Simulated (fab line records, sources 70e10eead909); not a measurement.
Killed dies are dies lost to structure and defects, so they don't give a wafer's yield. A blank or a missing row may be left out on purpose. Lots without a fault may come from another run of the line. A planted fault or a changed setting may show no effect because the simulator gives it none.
A struck lot beside a sound one | flow nand_harc | 14 steps out of a route of 1302
Sound: wafers L123.2, L123.4, L123.6. Struck: wafers L121.1, L121.5, L121.6. The cause comes at the end.
At each step with rows: each side's tool, then ch and its chambers, then its first start. Under that, the readings that differ: sound wafers | struck wafers | difference of the means | sigmas: that difference in standard deviations of wafers without a fault.
alike: readings whose means differ by less than 2 such deviations, and words and numbers that are the same on both sides. not compared: withheld readings, readings that some wafer has no value for, bounds like >300 that may hide the same value, and numbers for which the record gives no deviation and whose values overlap.
The two part at a step that has a row with sigmas, a row that says differs or no value, or rows on one side only. Numbers that don't overlap but have no deviation are shown without sigmas and don't part them. A reading that every wafer of one side lacks parts them only if that side has two wafers or more.

first, 5 steps without rows for these wafers: NHARC_A_STAIRCASE_EBR_264; NHARC_A_STAIRCASE_EXPOSE_265 (exposes mask CHOP 200); NHARC_A_STAIRCASE_PEB_266 (peb time 130 s); NHARC_A_STAIRCASE_DEVELOP_267 (time 140 s); NHARC_A_STAIRCASE_HARDBAKE_269 (time 140 s).
NHARC_A_STAIRCASE_DESCUM_270: chemistry O2, time 3 s.
  sound on rie_diel-04 ch 0,1,2, day 24 05:23; struck on rie_diel-11 ch 0,1,3, day 23 02:58
  alike: drypump_motor_current_A, oes_product_au, rf_vpp_V, showerhead_plenum_p_Torr, throttle_valve_pct
  not compared: rf_hours_counter_h
NHARC_A_STAIRCASE_ETCH_271: etches the open film in CF4/CHF3.
  sound on rie_diel-04 ch 0,1,2, day 24 05:28; struck on rie_diel-11 ch 1,2, day 23 03:02
  alike: cf4_flow_sccm, drypump_motor_current_A, oes_product_au, rf_vpp_V, showerhead_plenum_p_Torr, throttle_valve_pct
  not compared: rf_hours_counter_h
NHARC_A_STAIRCASE_HM_OPEN_457: chemistry O2/COS.
  sound on rie_diel-04 ch 0,1,2; struck on rie_diel-11 ch 0,1
  alike: drypump_motor_current_A, oes_product_au, rf_vpp_V, showerhead_plenum_p_Torr, throttle_valve_pct
  not compared: rf_hours_counter_h
then, 1 step without rows for these wafers: NHARC_A_STAIRCASE_STRIP_458 (strips in O2/COS).
NHARC_A_STAIRCASE_ETCH_451: etches the open film in CF4/O2, target depth 30 nm, overetch 3 nm, time 16.5 s.
  sound on rie_diel-04 ch 2,3; struck on rie_diel-11 ch 0,2,3
  alike: cf4_flow_sccm, drypump_motor_current_A, oes_product_au, rf_vpp_V, showerhead_plenum_p_Torr, throttle_valve_pct
  not compared: rf_hours_counter_h
NHARC_A_STAIRCASE_ETCH_273: etches the open film in C4F8/O2/Ar, target depth 10200 nm, time 2468.6 s.
  sound on rie_diel-04 ch 0,1,2; struck on rie_diel-11 ch 0,1,3
  alike: oes_product_au, rf_vpp_V
  not compared: rf_hours_counter_h
NHARC_A_STAIRCASE_STRIP_274: strips in O2.
  sound on rie_diel-04 ch 2,3, day 24 07:34; struck on rie_diel-11 ch 0,2,3, day 23 05:29
  no value came back on the struck wafers for any of 7 readings (bias_w (W), chamber_pressure_mTorr (mTorr) and others); on the sound wafers bias_w (W) reads 0 0 0
  not compared: rf_hours_counter_h
then, 1 step without rows for these wafers: NHARC_A_STAIRCASE_STRIP_275 (strips in SPM, time 900 s).
-- the record jumps here: 8 days lie between the struck wafers' starts before and after (it left off in module A_STAIRCASE and takes up again in module END, whose first step shown is number 1302 of the route) --
NHARC_END_SORT_01:
  sound on prober-01 ch 0, day 32 05:12; struck on prober-02 ch 0, day 30 20:57
  alike: killed_at_array, killed_at_other, killed_at_periphery, killed_dies, killed_open, killed_short

WHERE THEY PART
Only at NHARC_A_STAIRCASE_STRIP_274, within this record. Later steps at which nothing parts them and some readings are alike: NHARC_END_SORT_01.

WHY: what the simulator had put in
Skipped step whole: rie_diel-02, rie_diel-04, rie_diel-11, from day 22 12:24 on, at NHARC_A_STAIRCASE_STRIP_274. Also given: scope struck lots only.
